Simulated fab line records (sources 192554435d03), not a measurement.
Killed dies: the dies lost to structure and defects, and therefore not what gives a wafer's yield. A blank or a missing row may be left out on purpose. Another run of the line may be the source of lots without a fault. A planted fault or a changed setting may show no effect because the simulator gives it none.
Matching of chambers ; flow n5-finfet ; N5_SD_EPI_N_ETCHBACK_44 on rie-diel-03: 4 sister chambers
The step etches SiNx in CH3F/O2, stops on SiO2, target depth 14.5 nm. 14 wafers are shown with their chamber, then 7 later ones without.

== EACH WAFER AND ITS CHAMBER ==
wafer;chamber;drypump-motor-current-A (A);throttle-valve-pct (%);rf-vpp-V (V)
L074.2;2;5.63;16.4;297.9
L074.3;1;5.55;16.4;302.0
L074.4;2;5.68;16.4;299.6
L076.1;2;5.66;16.4;300.2
L076.2;3;5.64;16.8;300.9
L076.5;1;5.55;16.4;300.3
L084.1;0;5.07;16.3;292.6
L084.5;1;5.55;16.4;300.7
L084.6;0;5.09;16.3;294.4
L088.1;0;5.09;16.3;293.5
L088.4;3;5.65;16.9;300.5
L088.5;1;5.56;16.4;300.4
L089.2;2;5.67;15.9;306.1
L089.3;1;5.56;16.4;301.8

SIGNATURES (means of the wafers above)
reading;chamber 0;chamber 1;chamber 2;chamber 3;scatter within a chamber
drypump-motor-current-A;5.0833;5.5540;5.6600;5.6450;0.0136
throttle-valve-pct;16.300;16.400;16.275;16.850;0.139
rf-vpp-V;293.500;301.040;300.950;300.700;2.06
Rule: a wafer lies at a distance from a chamber equal to the root of the sum of squares, over the readings, of (its reading less the chamber's mean, divided by the reading's scatter). If the next closest chamber is less than 2 further off than the closest, the wafer can't be placed; otherwise it belongs to the closest. The scatter is the square root of a quotient: the sum, over the shown wafers, of each reading's squared deviation from its chamber's mean, divided by wafers minus chambers.

== WAFERS WHOSE CHAMBER IS MISSING ==
wafer;drypump-motor-current-A (A);throttle-valve-pct (%);rf-vpp-V (V)
L089.6;5.56;16.4;299.9
L090.2;5.55;16.4;299.9
L090.3;5.05;16.3;293.9
L090.5;5.64;15.9;304.6
L097.2;5.66;16.0;303.2
L097.4;5.09;16.3;294.1
L097.5;5.64;16.4;301.3

== WHICH CHAMBER EACH ONE RAN IN ==
wafer;from the rows above;in truth
L089.6;1;1
L090.2;1;1
L090.3;0;0
L090.5;2;2
L097.2;2;2
L097.4;0;0
L097.5;can't be placed: 2 or 3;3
Correct placement for 6 of the 7. Cannot be placed on the basis of these rows: 1; the candidates contain the true chamber in 1. 0 placed wrongly.
